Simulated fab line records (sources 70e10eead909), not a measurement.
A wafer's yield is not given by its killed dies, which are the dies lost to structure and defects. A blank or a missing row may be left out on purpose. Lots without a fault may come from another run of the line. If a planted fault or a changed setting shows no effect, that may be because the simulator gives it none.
A struck lot beside a sound one    flow nand harc    16 steps out of a route of 1302
Sound: these wafers, L368.3, L368.5, L368.6. Struck: wafers L373.1, L373.2, L373.6. Last of all comes the cause.
Per side, at each step with rows, come the tool, then ch with its chambers, and then its first start. Under that, the readings that differ: sound wafers    struck wafers    difference of the means    sigmas: that difference in standard deviations of wafers without a fault.
alike: readings with means less than 2 such deviations apart, plus words and numbers identical on both sides. not compared: withheld readings, readings lacking a value on some wafer, bounds such as >300 that could conceal the same value, and numbers that have no deviation in the record and whose values overlap.
A row with sigmas, a row that says differs or no value, or rows on one side alone: a step with any of these is where the two part. Non-overlapping numbers with no deviation appear without sigmas and do not part them. A reading missing from all wafers of one side parts the sides only when that side holds two or more wafers.

NHARC_A_DECK1_JOINT_INSPECT_05:
  sound on defect inspect-01, day 12 10:41; struck on defect inspect-01, day 15 04:12
  alike: raw defect count
then, no rows for these wafers at 1 step: NHARC_A_ONON_D2_DEP_00 (target thk 1000 nm).
NHARC_A_ONON_D2_THK_MEAS_02: measures by ellipsometry.
  sound on film metro-01, day 12 11:16; struck on film metro-01, day 15 04:47
  alike: thk nm
then, no rows for these wafers at 1 step: NHARC_A_ONON_D2_DEP_03 (target thk 1000 nm).
NHARC_A_ONON_D2_THK_MEAS_05: measures by ellipsometry.
  sound on film metro-02, day 12 11:50; struck on film metro-01, day 15 05:21
  alike: thk nm
then, no rows for these wafers at 1 step: NHARC_A_ONON_D2_DEP_06 (target thk 1000 nm).
NHARC_A_ONON_D2_THK_MEAS_08: measures by ellipsometry.
  sound on film metro-01, day 12 12:25; struck on film metro-02, day 15 05:55
  alike: thk nm
then, no rows for these wafers at 1 step: NHARC_A_ONON_D2_DEP_09 (target thk 1000 nm).
NHARC_A_ONON_D2_THK_MEAS_11: measures by ellipsometry.
  sound on film metro-02, day 12 12:58; struck on film metro-01, day 15 06:29
  alike: thk nm
then, no rows for these wafers at 1 step: NHARC_A_ONON_D2_DEP_12 (target thk 1000 nm).
NHARC_A_ONON_D2_THK_MEAS_14: measures by ellipsometry.
  sound on film metro-01, day 12 13:32; struck on film metro-01, day 15 07:03
  alike: thk nm
then, 1 step without rows for these wafers: NHARC_A_ONON_D2_ANNEAL_15 (time 3600 s).
NHARC_A_ONON_D2_DEP_16: target thk 1000 nm.
  sound on pecvd onon-04 ch 0, day 12 20:29; struck on pecvd onon-03 ch 0, day 15 14:20
reading               sound                 struck                difference  sigmas
susceptor temp C (C)  399.99 400.21 400.26  399.59 399.89 399.58  -0.47       -2
  alike: n2o flow sccm
NHARC_A_ONON_D2_THK_MEAS_18: measures by ellipsometry.
  sound on film metro-02, day 12 20:53; struck on film metro-02, day 15 14:50
reading      sound           struck          difference  sigmas
thk nm (nm)  1012 1011 1010  1567 1568 1567  +556        +63
then, no rows for these wafers at 1 step: NHARC_A_ONON_D2_DEP_19 (target thk 1000 nm).
-- the record jumps here: 11 days lie between the struck wafers' starts before and after (it left off in module A_ONON_D2 and takes up again in module END, whose first step shown is number 1302 of the route) --
NHARC_END_SORT_01:
  at this point the record logs the struck wafers (prober-02 ch 0, day 27 02:44) and has no rows for the sound ones

== WHERE THEY PART ==
Last at NHARC_END_SORT_01 as far as this record goes, first at NHARC_A_ONON_D2_DEP_16.

WHY: whatever the simulator had introduced
pecvd onon-03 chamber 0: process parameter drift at NHARC_A_ONON_D2_DEP_16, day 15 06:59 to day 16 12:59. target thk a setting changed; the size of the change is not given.
